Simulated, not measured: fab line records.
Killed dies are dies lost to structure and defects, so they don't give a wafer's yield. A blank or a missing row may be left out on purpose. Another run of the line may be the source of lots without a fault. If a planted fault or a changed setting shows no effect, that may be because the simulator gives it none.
The tool behind it: which one?	flow n5Finfet	9 lots with 27 wafers sampled at 5 steps, on a route of 1938 steps

== WHAT THE GAUGES SHOWED, per wafer ==
N5_BEOL_M4_RC_MEAS_101. Usual: DIBL_N 36.4 mV/V, standard deviation 1.4; DIBL_P 36.4 mV/V, standard deviation 1.5; IOFF_N 0.156 nA/um, standard deviation 0.022; IOFF_P 0.210 nA/um, standard deviation 0.023; ION_N 675 uA/um, standard deviation 9.1; ION_P 463 uA/um, standard deviation 5.7; SS_N 71.6 mV/dec, standard deviation 0.45; SS_P 73.3 mV/dec, standard deviation 0.56; VT_N 250 mV, standard deviation 3.1; VT_P -250.3 mV, standard deviation 2.3.
lot	measured	on	DIBL_N (mV/V)	DIBL_P (mV/V)	IOFF_N (nA/um)	IOFF_P (nA/um)	ION_N (uA/um)	ION_P (uA/um)	SS_N (mV/dec)	SS_P (mV/dec)	VT_N (mV)	VT_P (mV)	flag
L973	day 9 12:20	prober-01	36.2 36.3 35.1	35.6 34.6 34.0	0.170 0.162 0.144	0.205 0.180 0.169	681 673 677	461 455 454	72.0 71.7 71.5	73.3 73.7 73.6	244 249 250	-249.8 -252.2 -253.3	
L975	day 10 07:53	prober-01	33.9 35.9 34.0	35.1 38.1 34.8	0.142 0.189 0.141	0.200 0.241 0.192	676 688 663	467 465 462	71.2 72.3 70.7	72.2 73.4 72.0	248 245 251	-251.3 -246.9 -251.6	
L977	day 10 18:31	prober-02	37.4 37.6 37.8	37.3 37.7 37.5	0.160 0.155 0.163	0.195 0.200 0.206	667 667 670	455 455 464	71.1 71.7 71.4	73.6 73.8 73.9	248 253 249	-254.0 -252.8 -251.3	
L979	day 11 09:09	prober-01	36.8 36.9 35.2	37.6 37.7 36.0	0.161 0.157 0.137	0.204 0.212 0.183	683 670 667	463 457 458	71.3 71.6 71.2	72.9 73.1 73.0	250 253 253	-250.2 -247.6 -249.6	
L980	day 11 17:06	prober-02	37.6 38.0 37.2	37.8 38.8 37.7	0.163 0.179 0.159	0.190 0.210 0.185	677 678 670	453 461 452	72.0 72.1 71.9	73.5 73.9 73.5	249 250 249	-252.8 -250.8 -255.0	
L985	day 12 16:17	prober-01	36.2 37.6 37.3	33.8 36.6 36.0	0.155 0.175 0.173	0.191 0.228 0.223	677 684 687	456 468 465	71.6 71.5 71.4	72.4 73.7 73.1	248 249 248	-249.8 -247.9 -247.1	
L987	day 13 13:28	prober-01	37.7 36.4 38.5	37.1 35.4 38.0	0.167 0.154 0.188	0.210 0.189 0.223	682 687 690	461 463 471	71.6 71.4 71.9	74.3 73.1 73.9	249 249 245	-251.9 -252.3 -251.3	
L991	day 14 05:38	prober-01	37.2 38.5 36.9	37.8 37.8 36.5	0.178 0.199 0.160	0.224 0.230 0.202	680 683 681	465 464 466	71.8 72.1 71.9	73.4 73.7 73.5	246 247 248	-249.6 -250.2 -252.1	
L992	day 14 15:42	prober-02	37.2 36.8 35.9	38.6 37.0 35.9	0.187 0.166 0.152	0.259 0.228 0.212	685 671 675	477 465 467	72.3 72.1 71.6	73.5 74.1 73.8	246 248 249	-249.3 -249.0 -250.1	

== WHICH TOOL RAN EACH LOT (tool, then ch and the chambers of the sampled wafers, then the start) ==
lot	N5_SDB_ETCH_17	N5_SDB_STRIP_22	N5_SDB_ETCH_25	N5_SDB_CMP_30
L973	rieDiel-03 ch 0,3, day 4 11:37	plasmaAsher-02 ch 0,1, day 4 11:53	rieDiel-05 ch 0,2,3, day 4 12:06	cmp-02 ch 0,1,3, day 4 15:09
L975	rieDiel-03 ch 0,1, day 5 01:29	plasmaAsher-01 ch 0,1, day 5 01:46	rieDiel-02 ch 0,1,2, day 5 01:59	cmp-04 ch 1,2,3, day 5 04:59
L977	rieDiel-05 ch 1,2, day 5 11:32	plasmaAsher-01 ch 0,1, day 5 11:49	rieDiel-02 ch 1,2,3, day 5 12:14	cmp-02 ch 1,3, day 5 15:16
L979	rieDiel-03 ch 0,1,3, day 5 22:49	plasmaAsher-02 ch 0, day 5 23:05	rieDiel-02 ch 1,3, day 5 23:21	cmp-03 ch 0,2,3, day 6 02:23
L980	rieDiel-03 ch 0,1,3, day 6 04:07	plasmaAsher-02 ch 1, day 6 04:23	rieDiel-05 ch 0,2,3, day 6 04:38	cmp-04 ch 0,1,3, day 6 07:43
L985	rieDiel-05 ch 0,2,3, day 7 12:55	plasmaAsher-02 ch 0,1, day 7 13:11	rieDiel-03 ch 1,2,3, day 7 13:29	cmp-04 ch 0,1,3, day 7 16:29
L987	rieDiel-05 ch 0,1,2, day 8 02:40	plasmaAsher-02 ch 0,1, day 8 02:56	rieDiel-03 ch 2,3, day 8 03:16	cmp-03 ch 1,2, day 8 07:05
L991	rieDiel-05 ch 0,1, day 9 01:50	plasmaAsher-02 ch 0,1, day 9 02:06	rieDiel-05 ch 1,2, day 9 02:19	cmp-03 ch 0,3, day 9 05:28
L992	rieDiel-05 ch 0,2,3, day 9 09:28	plasmaAsher-02 ch 0,1, day 9 09:44	rieDiel-03 ch 0,1,3, day 9 10:09	cmp-02 ch 0,1,3, day 9 13:26
- N5_SDB_ETCH_17: etches SiARC in CF4, target depth 23.4 nm, time 39 s.
- N5_SDB_STRIP_22: strips in N2/H2.
- N5_SDB_ETCH_25: etches SiO2 in C4F6/O2, target depth 10 nm, time 3.3 s.
- N5_SDB_CMP_30: polishes, stops on poly-Si, t overpolish 1.54 s, target thk 30 nm.

== WHAT THE TOOLS THEMSELVES READ (means of the sampled wafers that have a number; where no wafer has one, the mark that the record gives instead) ==
N5_SDB_ETCH_17. Usual: for biasW, 36.00 W with a standard deviation of 0.1; for drypumpMotorCurrentA, 5.9 A with a standard deviation of 0.54; for etchRfOnTimeS, 39.0 s with a standard deviation of 0.52; for oesProductAu, 0.67 a.u. with a standard deviation of 0.068; for rfVppV, 184.6 V with a standard deviation of 1.1; for showerheadPlenumPTorr, 2.18 Torr with a standard deviation of 0.066; for throttleValvePct, 15.57 % with a standard deviation of 0.2.
lot	tool	biasW (W)	drypumpMotorCurrentA (A)	etchRfOnTimeS (s)	oesProductAu (a.u.)	rfVppV (V)	showerheadPlenumPTorr (Torr)	throttleValvePct (%)	flag
L973	rieDiel-03	35.93	6.2	38.9	0.66	184.0	2.17	15.62	
L975	rieDiel-03	35.98	6.5	39.6	0.62	185.4	2.21	15.57	
L977	rieDiel-05	35.95	5.2	38.6	0.73	183.6	2.14	15.35	
L979	rieDiel-03	35.24	6.4	39.8	0.63	182.0	2.19	15.54	OFF
L980	rieDiel-03	35.26	6.4	39.5	0.63	182.0	2.19	15.55	OFF
L985	rieDiel-05	35.90	6.0	39.0	0.63	185.1	2.22	15.67	
L987	rieDiel-05	36.03	5.5	39.1	0.67	185.0	2.18	15.51	
L991	rieDiel-05	35.93	5.4	38.5	0.67	184.1	2.18	15.61	
L992	rieDiel-05	35.98	6.0	38.7	0.62	186.1	2.21	15.70	

N5_SDB_STRIP_22. Usual: drypumpMotorCurrentA 5.8 A, standard deviation 0.45; heaterPowerW 337 W, standard deviation 21; oesProductAu 0.715 a.u., standard deviation 0.0044; stripTimeToEndpointS 96.4 s, standard deviation 0.37; tempC 250.02 C, standard deviation 0.17.
lot	tool	drypumpMotorCurrentA (A)	heaterPowerW (W)	oesProductAu (a.u.)	stripTimeToEndpointS (s)	tempC (C)	flag
L973	plasmaAsher-02	6.0	344	0.719	96.4	250.22	
L975	plasmaAsher-01	5.0	316	0.717	96.6	250.07	
L977	plasmaAsher-01	5.1	317	0.718	96.6	249.99	
L979	plasmaAsher-02	6.1	345	0.718	96.6	249.84	
L980	plasmaAsher-02	5.9	334	0.711	96.5	249.88	
L985	plasmaAsher-02	6.0	338	0.710	96.2	250.06	
L987	plasmaAsher-02	6.1	345	0.716	96.5	249.82	
L991	plasmaAsher-02	6.0	343	0.711	96.3	250.16	
L992	plasmaAsher-02	6.0	343	0.717	96.6	250.16	

N5_SDB_ETCH_25. Usual: biasW 185.0 W, standard deviation 0.57; drypumpMotorCurrentA 5.9 A, standard deviation 0.51; oesProductAu 0.80 a.u., standard deviation 0.085; rfVppV 669 V, standard deviation 7.7; showerheadPlenumPTorr 2.90 Torr, standard deviation 0.098; throttleValvePct 21.15 %, standard deviation 0.22.
lot	tool	biasW (W)	drypumpMotorCurrentA (A)	oesProductAu (a.u.)	rfVppV (V)	showerheadPlenumPTorr (Torr)	throttleValvePct (%)	flag
L973	rieDiel-05	185.1	6.0	0.76	671	2.96	21.14	
L975	rieDiel-02	184.6	5.8	0.80	669	2.82	21.22	
L977	rieDiel-02	185.2	5.6	0.83	667	2.83	21.26	
L979	rieDiel-02	184.9	5.3	0.89	666	2.86	21.10	
L980	rieDiel-05	184.8	6.0	0.74	671	2.95	21.16	
L985	rieDiel-03	185.2	6.2	0.80	665	2.94	21.11	
L987	rieDiel-03	185.3	5.9	0.85	664	2.96	21.27	
L991	rieDiel-05	184.6	5.6	0.75	667	2.87	20.95	
L992	rieDiel-03	184.3	6.4	0.80	668	2.90	20.97	

N5_SDB_CMP_30. Usual: motorCurrentA 12.2 A, standard deviation 0.9; overpolishRunS 1.540 s, standard deviation 0.0095; timeToEndpointS 17.3 s, standard deviation 2.
lot	tool	motorCurrentA (A)	overpolishRunS (s)	timeToEndpointS (s)	flag
L973	cmp-02	12.4	1.537	19.6	
L975	cmp-04	12.1	1.538	16.4	
L977	cmp-02	12.1	1.545	19.4	
L979	cmp-03	12.2	1.541	18.7	
L980	cmp-04	13.1	1.548	17.5	
L985	cmp-04	12.9	1.533	20.5	
L987	cmp-03	12.9	1.536	19.4	
L991	cmp-03	11.6	1.543	17.9	
L992	cmp-02	12.7	1.533	13.6	

== THE ANSWER, worked out from the rows above alone ==
Rule: take the mean of a lot's wafers that have a number; if it is more than 3 standard deviations from the usual mean, the lot is off. A lot without any number at a reading at which 4 lots or more have one is off too. All remaining lots with rows at the step are treated as sound. First the gauges in route order, then the tools' own readings, where a lot's mean is used as printed above. The first step at which some lot is off is used, and at that step the reading that is off furthest; a lot without a number counts as furthest.
Off, at N5_SDB_ETCH_17 on biasW: L979, L980.
If a tool, at that step or one of the process steps before it, ran each lot that is off and ran no sound lot following the first of them, it fits. One candidate fits, namely rieDiel-03 at N5_SDB_ETCH_17. A fault onset in the window from L975 (day 5 01:29, its last sound lot) to L979 (day 5 22:49, its first lot off) fits.
On the lots that are off, the tool's own readings at N5_SDB_ETCH_17 differ by more than 5 times the standard deviation of the sound lots' means, which bears it out; biasW reads 35.25 W there versus 35.96 W on the sound lots.

== WHAT THE SIMULATOR HAD PUT IN ==
rieDiel-03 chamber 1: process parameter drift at N5_SDB_ETCH_17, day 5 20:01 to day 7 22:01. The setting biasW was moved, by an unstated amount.
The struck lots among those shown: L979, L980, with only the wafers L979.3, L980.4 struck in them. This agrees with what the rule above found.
